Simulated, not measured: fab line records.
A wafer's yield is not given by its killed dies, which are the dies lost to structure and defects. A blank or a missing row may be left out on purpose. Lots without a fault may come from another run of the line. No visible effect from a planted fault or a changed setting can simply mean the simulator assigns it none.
Chamber matching :: flow nand-harc :: NHARC_P_CONTACT_CMP_01 on cmp-02 has 4 sister chambers
The step polishes SiO2, target thk 200 nm. 18 wafers are shown with their chamber, then 9 later ones without.

## WAFERS WITH THEIR CHAMBER
wafer: L074.2
chamber: 1
motor-current-A (A): 10.6

wafer: L074.3
chamber: 0
motor-current-A (A): 15.4

wafer: L074.5
chamber: 0
motor-current-A (A): 15.6

wafer: L078.1
chamber: 1
motor-current-A (A): 10.5

wafer: L078.3
chamber: 3
motor-current-A (A): 12.0

wafer: L078.5
chamber: 3
motor-current-A (A): 11.6

wafer: L077.2
chamber: 3
motor-current-A (A): 11.4

wafer: L077.3
chamber: 1
motor-current-A (A): 10.7

wafer: L077.4
chamber: 2
motor-current-A (A): 11.5

wafer: L080.1
chamber: 0
motor-current-A (A): 15.6

wafer: L080.2
chamber: 3
motor-current-A (A): 11.1

wafer: L080.3
chamber: 1
motor-current-A (A): 10.5

wafer: L082.1
chamber: 1
motor-current-A (A): 10.2

wafer: L082.4
chamber: 0
motor-current-A (A): 15.7

wafer: L082.5
chamber: 1
motor-current-A (A): 10.3

wafer: L084.1
chamber: 1
motor-current-A (A): 10.9

wafer: L084.2
chamber: 3
motor-current-A (A): 12.2

wafer: L084.4
chamber: 2
motor-current-A (A): 11.8

SIGNATURES (means of the wafers above)
reading: motor-current-A
chamber 0: 15.575
chamber 1: 10.529
chamber 2: 11.650
chamber 3: 11.660
scatter within a chamber: 0.295
Rule: for each reading, subtract the chamber's mean from the wafer's reading, divide by that reading's scatter and square the result; add these up over the readings and take the root, which gives the wafer's distance from the chamber. If the next closest chamber is less than 2 further off than the closest, the wafer can't be placed; otherwise it belongs to the closest. How the scatter is found: for the shown wafers, subtract from each reading the mean of its chamber, square and add these, divide the total by (wafers less chambers), then take the root.

## WAFERS WITH NO CHAMBER GIVEN
wafer: L088.4
motor-current-A (A): 11.6

wafer: L088.5
motor-current-A (A): 15.1

wafer: L088.6
motor-current-A (A): 11.7

wafer: L090.2
motor-current-A (A): 10.8

wafer: L090.4
motor-current-A (A): 11.8

wafer: L090.5
motor-current-A (A): 16.7

wafer: L097.3
motor-current-A (A): 12.2

wafer: L097.5
motor-current-A (A): 11.5

wafer: L097.6
motor-current-A (A): 11.7

## WHICH CHAMBER EACH ONE RAN IN
wafer: L088.4
from the rows above: can't be placed: 2 or 3
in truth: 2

wafer: L088.5
from the rows above: 0
in truth: 0

wafer: L088.6
from the rows above: can't be placed: 3 or 2
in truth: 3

wafer: L090.2
from the rows above: can't be placed: 1 or 2 or 3
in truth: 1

wafer: L090.4
from the rows above: can't be placed: 3 or 2
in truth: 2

wafer: L090.5
from the rows above: 0
in truth: 0

wafer: L097.3
from the rows above: can't be placed: 3 or 2
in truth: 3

wafer: L097.5
from the rows above: can't be placed: 2 or 3
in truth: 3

wafer: L097.6
from the rows above: can't be placed: 3 or 2
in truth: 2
Placed correctly: 2 of 9. Unplaceable from these rows: 7, with the true chamber sitting among the candidates in 7. Number placed wrongly: 0.
